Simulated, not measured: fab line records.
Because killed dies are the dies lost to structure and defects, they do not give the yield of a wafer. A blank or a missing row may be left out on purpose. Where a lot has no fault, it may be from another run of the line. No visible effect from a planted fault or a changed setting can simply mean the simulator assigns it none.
fab line records | flow n5Finfet
record: lots: 7 | wafers: 39
route steps=1938 shown DUMMY_GATE@246 MOL_CONTACT_COAG@581
startH: start of the lot's first displayed wafer, in hours after the record's first day | waitH: hours since the lot's step before | " unchanged from the row above | L1.1+2: several wafers, shown together as one row | - either no value or no given start | * or withheld: withheld | < > ~ a bound
route shown NAME@n: a module of which the file shows steps, and the number in the route of the first | usual: mean/standard deviation taken from wafers without a fault | same: alike in all rows | chamber/n: place in a boat | sites: each site's reading | _std_site: the standard deviation of these | _edge_site: the outer-site mean with the inner-site mean subtracted | radiusMm: how far each site lies from the wafer's centre | mask NAME#n: copy n | behind: tool/chamber where the wafer was last shaped | hold: the reason the lot was held/the length of the hold in hours/how it ended | device: transistor that didn't switch, given as n, p or np | end of line: the tests these same wafers got at the end of their route | a step without rows: its recipe alone | killed: dies lost to structure and defects at the first sort, not the wafer's yield | map: per-die view of a wafer (x killed, . not killed, _ where there is no die)
set.NAME: setting as actually run; set.NAME@STEP: the setting as run at that earlier step | model.NAME: the simulator's own value behind a step, which no gauge read
lots with deliberately changed settings; one table per step, one row per wafer
== steps ==
step: N5_DUMMY_GATE_ETCH_32
recipe: chemistry: CF4 | target: SiO2 | targetDepthA: 35 | timeS: 3.9 | ionEnergyEv: 350 | pressureMtorr: 10 | icpW: 800 | biasW: 400 | cf4FlowSccm: 80
lot.wafer | tool     | chamber | startH | waitH | set.timeS | model.etch.depthNm
L075.1    | rieSi-05 | 2       | 53.85  | 0.1   | 4.718     | 4.135
L075.2    | "        | 0       | "      | "     | 3.9       | 3.602
L075.3    | "        | 1       | "      | "     | 3.9       | 3.416
L075.4    | "        | 3       | "      | "     | 4.718     | 4.233
L075.5    | "        | 3       | "      | "     | 3.9       | 3.504
L075.6    | "        | 0       | "      | "     | 4.718     | 4.324
L079.1    | rieSi-05 | 3       | 78.96  | 0.1   | 3.9       | 3.498
L079.2    | "        | 0       | "      | "     | 3.138     | 2.86
L079.3    | "        | 1       | "      | "     | 3.138     | 2.771
L079.4    | "        | 2       | "      | "     | 3.9       | 3.444
L079.5    | "        | 1       | "      | "     | 3.138     | 2.747
L079.6    | "        | 2       | "      | "     | 3.9       | 3.465
L081.1    | rieSi-06 | 0       | 89.53  | 0.1   | 3.9       | 3.27
L081.2    | "        | 3       | "      | "     | 3.9       | 3.492
L081.4    | "        | 1       | "      | "     | 3.9       | 3.484
L086.1    | rieSi-05 | 3       | 122.11 | 0.1   | 4.451     | 3.964
L086.2    | "        | 1       | "      | "     | 3.9       | 3.482
L086.3    | "        | 0       | "      | "     | 4.451     | 4.147
L086.4    | "        | 2       | "      | "     | 3.9       | 3.489
L086.5    | "        | 0       | "      | "     | 3.9       | 3.631
L086.6    | "        | 1       | "      | "     | 4.451     | 4.01
L091.1    | rieSi-01 | 0       | 149.63 | 0.1   | 3.422     | 3.22
L091.2    | "        | 2       | "      | "     | 3.422     | 3.039
L091.3    | "        | 1       | "      | "     | 3.9       | 3.577
L091.4    | "        | 3       | "      | "     | 3.9       | 3.554
L091.5    | "        | 0       | "      | "     | 3.9       | 3.673
L091.6    | "        | 1       | "      | "     | 3.422     | 3.144
L095.1    | rieSi-06 | 2       | 173.80 | 0.1   | 3.9       | 3.634
L095.2    | "        | 3       | "      | "     | 3.9       | 3.518
L095.3    | "        | 1       | "      | "     | 3.9       | 3.496
L095.4    | "        | 0       | "      | "     | 3.9       | 3.288
L095.5    | "        | 3       | "      | "     | 3.9       | 3.52
L095.6    | "        | 0       | "      | "     | 3.9       | 3.266
L097.1    | rieSi-05 | 0       | 185.01 | 0.1   | 3.593     | 3.311
L097.2+3  | "        | 3,1     | "      | "     | 3.9       | 3.416
L097.4    | "        | 2       | "      | "     | 3.593     | 3.132
L097.5    | "        | 1       | "      | "     | 3.9       | 3.422
L097.6    | "        | 0       | "      | "     | 3.593     | 3.304
step: N5_MOL_CONTACT_COAG_ETCH_91
recipe: chemistry: N2/H2 | target: SOC | targetDepthA: 600 | overetchA: 210 | maskMaterial: SiARC | tempC: 40 | timeS: 101.2 | ionEnergyEv: 200 | pressureMtorr: 30 | sourceW: 840 | biasW: 150 | n2FlowSccm: 200 | h2FlowSccm: 200
usual: rfVppV: 522.8/2.1
lot.wafer | tool       | chamber | startH | waitH | set.sourceW | rfVppV
L075.1    | rieDiel-03 | 0       | 110.06 | 0.0   | 920.4       | 511.5
L075.2    | "          | 2       | "      | "     | 920.4       | 508.9
L075.3    | "          | 1       | "      | "     | 840         | 521.9
L075.4    | "          | 3       | "      | "     | 920.4       | 509.5
L075.5    | "          | 0       | "      | "     | 840         | 526.6
L075.6    | "          | 1       | "      | "     | 840         | 521.5
L079.1    | rieDiel-02 | 0       | 130.06 | 0.0   | 840         | 520.1
L079.2    | "          | 2       | "      | "     | 913.6       | 510.4
L079.3    | "          | 1       | "      | "     | 840         | 521.8
L079.4    | "          | 0       | "      | "     | 840         | 520.2
L079.5    | "          | 1       | "      | "     | 913.6       | 509.5
L079.6    | "          | 2       | "      | "     | 913.6       | 509.9
L081.1    | rieDiel-06 | 3       | 138.49 | 0.0   | 840         | 520.0
L081.2    | "          | 2       | "      | "     | 840         | 525.5
L081.4    | "          | 0       | "      | "     | 840         | 523.7
L086.1    | rieDiel-02 | 0       | 176.24 | 0.0   | 910.2       | 507.1
L086.2    | "          | 3       | "      | "     | 910.2       | 507.9
L086.3    | "          | 1       | "      | "     | 910.2       | 506.7
L086.4    | "          | 2       | "      | "     | 840         | 523.4
L086.5    | "          | 1       | "      | "     | 840         | 522.2
L086.6    | "          | 2       | "      | "     | 840         | 523.4
L091.1    | rieDiel-03 | 2       | 200.80 | 0.0   | 891.1       | 514.5
L091.2    | "          | 0       | "      | "     | 840         | 524.6
L091.3    | "          | 1       | "      | "     | 891.1       | 510.7
L091.4    | "          | 3       | "      | "     | 840         | 524.3
L091.5    | "          | 0       | "      | "     | 891.1       | 514.9
L091.6    | "          | 1       | "      | "     | 840         | 521.6
L095.1    | rieDiel-03 | 1       | 226.13 | 0.0   | 840         | 521.5
L095.2    | "          | 3       | "      | "     | 840         | 522.0
L095.3    | "          | 2       | "      | "     | 840         | 524.5
L095.4    | "          | 3       | "      | "     | 840         | 523.3
L095.5    | "          | 2       | "      | "     | 840         | 525.8
L095.6    | "          | 1       | "      | "     | 840         | 520.2
L097.1    | rieDiel-03 | 3       | 235.35 | 0.0   | 785.3       | 534.0
L097.2    | "          | 1       | "      | "     | 840         | 520.7
L097.3    | "          | 1       | "      | "     | 785.3       | 533.0
L097.4    | "          | 3       | "      | "     | 840         | 523.6
L097.5    | "          | 3       | "      | "     | 840         | 524.8
L097.6    | "          | 1       | "      | "     | 785.3       | 532.4
== key ==
split: step: N5_DUMMY_GATE_ETCH_32 | setting: timeS | stated: 3.9 | by: wafer
response: step: N5_DUMMY_GATE_ETCH_32 | reading: model.etch.depthNm | change: +0.0345 | per: 1% | r: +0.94
split: step: N5_MOL_CONTACT_COAG_ETCH_91 | setting: sourceW | stated: 840 | by: wafer
response: step: N5_MOL_CONTACT_COAG_ETCH_91 | reading: rfVppV | change: -1.52 | per: 1% | r: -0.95
